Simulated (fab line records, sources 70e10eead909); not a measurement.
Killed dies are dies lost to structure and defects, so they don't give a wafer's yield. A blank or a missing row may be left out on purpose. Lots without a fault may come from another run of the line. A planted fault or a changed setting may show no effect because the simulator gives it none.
Which tool did it? | flow nand_harc | 6 lots, 18 wafers sampled, at 2 steps of a route of 1302

WHAT THE GAUGES READ, wafer by wafer
NHARC_P_GATE_CD_MEAS_26: target cd 120 nm.
lot  | measured     | on        | cd_nm (nm)
L331 | day 5 13:02  | cd_sem-03 | 120.2 120.4 120.0
L333 | day 6 08:20  | cd_sem-02 | 119.3 118.9 118.6
L340 | day 9 02:44  | cd_sem-01 | 120.4 120.1 120.3
L343 | day 10 11:44 | cd_sem-02 | 202.5 201.9 202.4
L350 | day 13 15:30 | cd_sem-02 | 120.1 120.1 119.7
L353 | day 14 14:20 | cd_sem-03 | 119.9 119.4 119.5

WHICH TOOL RAN EACH LOT (tool, then ch and the chambers of the sampled wafers, then the start)
lot  | NHARC_P_GATE_PEB_24
L331 | litho_track-01 ch 0, day 5 12:57
L333 | litho_track-06 ch 0, day 6 08:16
L340 | litho_track-01 ch 0, day 9 02:40
L343 | litho_track-01 ch 0, day 10 11:40
L350 | litho_track-04 ch 0, day 13 15:25
L353 | litho_track-01 ch 0, day 14 14:14
- NHARC_P_GATE_PEB_24: peb time 65 s.

THE ANSWER, worked out from the rows above alone
Rule: what is usual is taken from the lots themselves. Put in order of their means at a reading, lots are off if they are a third of the lots or fewer, leave a main group of 4 or more, and stand apart from it by a gap of 3 or more times the standard deviation of the main group's means; of several such gaps the widest counts. A main group whose means are all the same, to the digits that the tables above print for the reading, isn't used. A lot without any number at a reading at which 4 lots or more have one is off too. The other lots that the step has rows for count as sound.
Off: L343, at NHARC_P_GATE_CD_MEAS_26 (cd_nm). The main group: mean 119.8 nm, standard deviation 0.49.
A tool fits if, at a process step before that reading, it ran every lot that is off, and no sound lot after the first of them. The gauges at NHARC_P_GATE_CD_MEAS_26 are tried like those tools. None of those tried fits.

WHAT THE SIMULATOR HAD PUT IN
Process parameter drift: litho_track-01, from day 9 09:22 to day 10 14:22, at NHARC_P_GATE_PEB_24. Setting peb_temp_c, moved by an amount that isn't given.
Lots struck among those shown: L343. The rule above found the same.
